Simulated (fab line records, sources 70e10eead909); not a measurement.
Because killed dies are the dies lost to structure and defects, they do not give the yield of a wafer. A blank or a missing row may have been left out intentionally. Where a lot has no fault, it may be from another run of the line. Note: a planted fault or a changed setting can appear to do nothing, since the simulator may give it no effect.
Which tool was responsible?    flow nand-harc    33 wafers from 11 lots sampled at 6 of the route's 1159 steps

== WHAT THE GAUGES READ, wafer by wafer ==
NHARC_P_GATE_CD_MEAS_46: target cd 720 nm.
lot   measured      on         cd-nm (nm)
L861  day 5 02:57   cd-sem-01  718.5 720.6 719.7
L860  day 5 03:27   cd-sem-03  719.9 718.6 720.1
L864  day 6 02:41   cd-sem-03  719.9 720.4 717.8
L865  day 6 19:37   cd-sem-02  - - -
L868  day 7 08:31   cd-sem-01  722.1 721.1 721.4
L877  day 9 10:01   cd-sem-01  718.4 716.7 718.8
L876  day 9 08:22   cd-sem-02  719.1 720.5 720.0
L878  day 9 18:06   cd-sem-01  719.9 717.7 719.4
L879  day 9 19:19   cd-sem-02  722.6 725.6 724.8
L883  day 10 21:54  cd-sem-02  722.7 720.1 720.0
L882  day 10 23:58  cd-sem-03  720.2 721.6 717.9

NHARC_END_SORT_01.
lot   measured      on         killed-at-array  killed-at-other  killed-at-periphery  killed-dies  killed-open  killed-short
L860  day 19 21:25  prober-02  15 18 24         0 0 3            2 4 4                17 22 31     1 3 4        2 3 1
L865  day 21 01:28  prober-02  24 23 32         1 2 1            652 652 644          677 677 677  2 2 7        3 1 3
L876  day 24 05:12  prober-02  34 28 31         0 1 1            3 0 1                37 29 33     2 1 4        2 1 3
L879  day 24 04:29  prober-01  15 21 17         0 0 0            2 1 2                17 22 19     1 4 3        5 1 2

== WHICH TOOL RAN EACH LOT (tool, then ch and the chambers of the sampled wafers, then the start) ==
lot   NHARC_P_GATE_DESCUM_31              NHARC_P_GATE_HM_OPEN_105                       NHARC_P_GATE_ETCH_114                          NHARC_P_GATE_EXPOSE_43
L861  rie-diel-03 ch 1,2,3, day 4 15:14   rie-diel-03 ch 0,1,2, day 5 02:47 or earlier   rie-diel-03 ch 0,1,3, day 5 02:47 or earlier   krf-scanner-04 ch 0, day 5 02:47
L860  rie-diel-04 ch 1,2, day 4 15:40     rie-diel-04 ch 1,2,3, day 5 03:17 or earlier   rie-diel-04 ch 0,2,3, day 5 03:17 or earlier   krf-scanner-01 ch 0, day 5 03:17
L864  rie-diel-01 ch 0,1, day 5 14:51     rie-diel-01 ch 1,2,3, day 6 02:32 or earlier   rie-diel-01 ch 0,1, day 6 02:32 or earlier     krf-scanner-02 ch 0, day 6 02:32
L865  rie-diel-01 ch 0,1,3, day 6 07:28   rie-diel-01 ch 0,2,3, day 6 19:27 or earlier   rie-diel-01 ch 0,2,3, day 6 19:27 or earlier   krf-scanner-02 ch 0, day 6 19:27
L868  rie-diel-04 ch 0,1,3, day 6 20:37   rie-diel-04 ch 2,3, day 7 08:22 or earlier     rie-diel-04 ch 0,1, day 7 08:22 or earlier     krf-scanner-02 ch 0, day 7 08:22
L877  rie-diel-03 ch 0,3, day 8 20:04     rie-diel-03 ch 1,2, day 9 09:51 or earlier     rie-diel-03 ch 1,3, day 9 09:51 or earlier     krf-scanner-02 ch 0, day 9 09:51
L876  rie-diel-03 ch 1,3, day 8 20:47     rie-diel-03 ch 0,2, day 9 08:13 or earlier     rie-diel-03 ch 0,2,3, day 9 08:13 or earlier   krf-scanner-04 ch 0, day 9 08:13
L878  rie-diel-03 ch 0,1,3, day 9 06:28   rie-diel-03 ch 0,2,3, day 9 17:57 or earlier   rie-diel-03 ch 1,2,3, day 9 17:57 or earlier   krf-scanner-02 ch 0, day 9 17:57
L879  rie-diel-04 ch 0,3, day 9 06:40     rie-diel-04 ch 2,3, day 9 19:09 or earlier     rie-diel-04 ch 0,1,2, day 9 19:09 or earlier   krf-scanner-04 ch 0, day 9 19:09
L883  rie-diel-01 ch 0,1,3, day 10 10:02  rie-diel-01 ch 0,1,2, day 10 21:44 or earlier  rie-diel-01 ch 0,3, day 10 21:44 or earlier    krf-scanner-04 ch 0, day 10 21:44
L882  rie-diel-01 ch 0,1, day 10 10:41    rie-diel-01 ch 0,1, day 10 23:49 or earlier    rie-diel-01 ch 0,1,3, day 10 23:49 or earlier  krf-scanner-02 ch 0, day 10 23:49
- NHARC_P_GATE_DESCUM_31: chemistry O2, time 3 s.
- NHARC_P_GATE_HM_OPEN_105: chemistry O2/COS, target depth 360 nm.
- NHARC_P_GATE_ETCH_114: etches the open film in CF4/O2, target depth 30 nm, overetch 3 nm, time 16.5 s.
- NHARC_P_GATE_EXPOSE_43: exposes mask P NSD, target cd 720 nm.

== AS READ BY THE TOOLS THEMSELVES (means over the sampled wafers that have a number; for cases with no such wafer, the mark the record gives instead) ==
NHARC_P_GATE_DESCUM_31.
lot   tool         drypump-motor-current-A (A)  oes-product-au (a.u.)  rf-vpp-V (V)  showerhead-plenum-p-Torr (Torr)  throttle-valve-pct (%)
L861  rie-diel-03  5.8                          1.000                  57.4          1.87                             11.308
L860  rie-diel-04  5.6                          1.010                  57.4          1.92                             11.319
L864  rie-diel-01  5.6                          0.988                  57.5          1.91                             11.308
L865  rie-diel-01  5.4                          0.996                  57.9          1.86                             11.310
L868  rie-diel-04  5.5                          1.000                  58.8          1.98                             11.301
L877  rie-diel-03  5.3                          0.993                  58.2          1.86                             11.317
L876  rie-diel-03  5.5                          1.002                  59.2          1.92                             11.304
L878  rie-diel-03  5.4                          0.994                  57.5          1.89                             11.305
L879  rie-diel-04  5.2                          1.008                  57.7          1.99                             11.304
L883  rie-diel-01  5.4                          1.005                  58.6          1.95                             11.308
L882  rie-diel-01  5.6                          0.999                  58.3          2.00                             11.314

NHARC_P_GATE_HM_OPEN_105.
lot   tool         bias-w (W)  drypump-motor-current-A (A)  oes-product-au (a.u.)  rf-fwd-power-W (W)  rf-vpp-V (V)  showerhead-plenum-p-Torr (Torr)  throttle-valve-pct (%)
L861  rie-diel-03  301.0       5.6                          1.016                  496.9               465.8         3.08                             28.329
L860  rie-diel-04  300.4       5.7                          0.992                  497.3               466.9         3.16                             28.344
L864  rie-diel-01  299.6       5.5                          0.984                  497.1               464.3         3.03                             28.334
L865  rie-diel-01  300.8       5.6                          0.993                  498.1               468.0         3.14                             28.329
L868  rie-diel-04  298.8       5.5                          0.998                  497.3               467.6         3.13                             28.325
L877  rie-diel-03  300.0       5.7                          1.007                  496.3               466.5         3.12                             28.332
L876  rie-diel-03  299.8       5.5                          1.013                  498.7               465.5         3.02                             28.333
L878  rie-diel-03  300.7       5.7                          0.997                  497.7               464.1         2.99                             28.327
L879  rie-diel-04  299.7       5.5                          0.995                  497.6               467.1         3.14                             28.328
L883  rie-diel-01  299.3       5.7                          1.000                  497.8               470.0         3.25                             28.332
L882  rie-diel-01  300.1       5.5                          1.000                  499.1               470.6         3.31                             28.328

NHARC_P_GATE_ETCH_114.
lot   tool         bias-w (W)  drypump-motor-current-A (A)  oes-product-au (a.u.)  rf-fwd-power-W (W)  rf-vpp-V (V)  showerhead-plenum-p-Torr (Torr)  throttle-valve-pct (%)
L861  rie-diel-03  99.81       5.4                          0.990                  292.8               197.8         1.32                             13.399
L860  rie-diel-04  99.96       5.3                          0.987                  292.8               197.9         1.37                             13.393
L864  rie-diel-01  99.96       5.5                          0.981                  293.9               197.4         1.29                             13.397
L865  rie-diel-01  100.05      5.6                          0.992                  293.3               198.3         1.34                             13.403
L868  rie-diel-04  100.14      5.6                          0.998                  292.8               198.9         1.38                             13.393
L877  rie-diel-03  100.08      5.6                          0.996                  294.2               196.5         1.30                             13.396
L876  rie-diel-03  99.91       5.7                          1.010                  293.4               196.6         1.28                             13.403
L878  rie-diel-03  99.50       5.8                          1.012                  293.7               196.8         1.30                             13.396
L879  rie-diel-04  99.86       5.4                          1.002                  292.8               197.4         1.36                             13.395
L883  rie-diel-01  99.96       5.5                          0.992                  291.7               197.3         1.34                             13.398
L882  rie-diel-01  100.01      5.4                          0.998                  292.5               199.0         1.36                             13.397

== THE ANSWER, worked out from the rows above alone ==
Rule: the lots themselves supply what counts as usual. The widest of any qualifying gaps counts: lots, ordered by their means at a reading, are off when they make up no more than a third of the lots, leave a main group of 4 or more, and stand apart from it by 3 or more times the standard deviation of that group's means. A main group is skipped when, at the precision printed for the reading in the tables above, its means are all equal. Also off: a lot with no number at a reading for which 4 or more lots have one. Where the step has rows for the other lots, those lots are counted as sound. First the gauges in route order, then the tools' own readings, where a lot's mean is used as printed above. At the first step where some lot is off, the reading lying furthest off is the one used; lots without a number count as furthest.
Off: L865, at NHARC_P_GATE_CD_MEAS_46 (cd-nm). Without a number there: L865. For the main group the mean is 720.2 nm and the standard deviation 1.7.
If a tool, at a process step before that reading, ran all the lots that are off and no sound lot after the first of them, it fits. Those tools and the gauges at NHARC_P_GATE_CD_MEAS_46 are tried in the same way. NHARC_P_GATE_HM_OPEN_105 gives no start for some lots, so the hours and the order of its lots are those of NHARC_P_GATE_EXPOSE_43. NHARC_P_GATE_ETCH_114 gives no start for some lots, so the hours and the order of its lots are those of NHARC_P_GATE_EXPOSE_43. No candidate that was tried fits.

== WHAT THE SIMULATOR HAD INSERTED ==
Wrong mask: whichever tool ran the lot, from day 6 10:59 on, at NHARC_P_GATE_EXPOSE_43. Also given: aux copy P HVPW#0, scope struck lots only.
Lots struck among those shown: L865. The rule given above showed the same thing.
